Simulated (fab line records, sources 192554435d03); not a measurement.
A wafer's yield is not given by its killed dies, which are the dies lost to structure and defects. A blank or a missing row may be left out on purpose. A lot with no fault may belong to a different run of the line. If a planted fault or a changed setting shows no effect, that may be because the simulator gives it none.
Problem report in the 8D (eight disciplines) form, filled by code :: flow n5-finfet :: the parts of the form that need people (team, actions taken, sign-off) are left out

## 1. THE ISSUE
run-length-s at N5_BEOL_M0_SAQP_PECVD_03 reads a mean of 63.3 s on 3 wafers of 2 lots; wafers without a fault read 51.4 s with a standard deviation of 0.66. That is +18 standard deviations from the usual mean.
The step: deposits SiCN from 3MS/NH3, target thk 12 nm, time 21.1 s.
Earliest sighting: wafer L849.1 on pecvd-03 at day 7 13:37. Wafers with a number at this step in the record: 24, from 8 lots. By rule, "out" or "out of limits" means more than 4 standard deviations away from the usual mean. All remaining wafers that have a number are taken as sound.

## 2. WHAT IT IS AND WHAT IT IS NOT
question: which readings at this step
is: run-length-s
is not: showerhead-plenum-p-Torr, throttle-valve-pct

question: which lots
is: L849, L851
is not: L842, L856, L858, L859, L860, L861

question: which wafers of those lots
is: L849.1, L849.6, L851.1
is not: L849.2, L851.2, L851.3

question: read on which tools
is: pecvd-03
is not: pecvd-01, pecvd-02

question: when
is: from day 7 13:37
is not: up to then (4 sound wafers); but 17 sound wafers of L851, L856, L858, L859, L860, L861 came after

## 3. WHAT RULES OUT EACH SUSPECT
Counting: any tool at a process step up to the reading remains a suspect provided it ran every lot that is out. Sound lots after the first of them don't rule it out here, since some wafers of a struck lot are sound.
- pecvd-03 at N5_BEOL_M0_SAQP_PECVD_03 (deposits SiCN from 3MS/NH3, target thk 12 nm, time 21.1 s): kept. Every lot that is out went through it, the first being L849 (day 7 13:37); the last sound lot it ran before that was L842 (day 5 21:15). Out on those wafers are its own readings of run-length-s.
After counting, what remains is pecvd-03 at N5_BEOL_M0_SAQP_PECVD_03.

## 4. THE CAUSE (what the simulator had put in)
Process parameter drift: pecvd-03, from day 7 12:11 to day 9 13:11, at N5_BEOL_M0_SAQP_PECVD_03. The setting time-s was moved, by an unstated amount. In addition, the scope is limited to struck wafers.
Only this tool survived the counting.

## 5. THE CHAIN OF EFFECTS, in route order
Each row: a reading where the mean over the struck wafers with a number is more than 3 standard deviations away from the usual. Only readings whose record carries a usual standard deviation are examined. hours: median over the lots of the time between each lot's start at the first step of this table that gives one and its start at this step. sigmas: the change, counted in usual standard deviations.
hours: 0
step: N5_BEOL_M0_SAQP_PECVD_03
reading: run-length-s
usual: 51.4 s
on struck wafers: 63.3
change: +11.9
sigmas: +18

hours: 10
step: N5_BEOL_M0_ETCH_128
reading: oes-product-au
usual: 0.52 a.u.
on struck wafers: 0.69
change: +0.17
sigmas: +3.9
Here are the process steps it includes:
- N5_BEOL_M0_SAQP_PECVD_03: deposits SiCN from 3MS/NH3, target thk 12 nm, time 21.1 s.
- N5_BEOL_M0_ETCH_128: etches SiCN in CF4/N2, target depth 12 nm, overetch 5.1 nm, time 21.4 s.
At these later measuring or inspecting steps, every struck wafer for which the step has a row has a number for every such reading, and none has moved that far: N5_BEOL_M4_RC_MEAS_101.

## 6. WHAT WOULD HAVE CAUGHT IT SOONER
In this record the first reading out of limits was taken at day 7 13:37, 1 hour after the fault began at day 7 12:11.
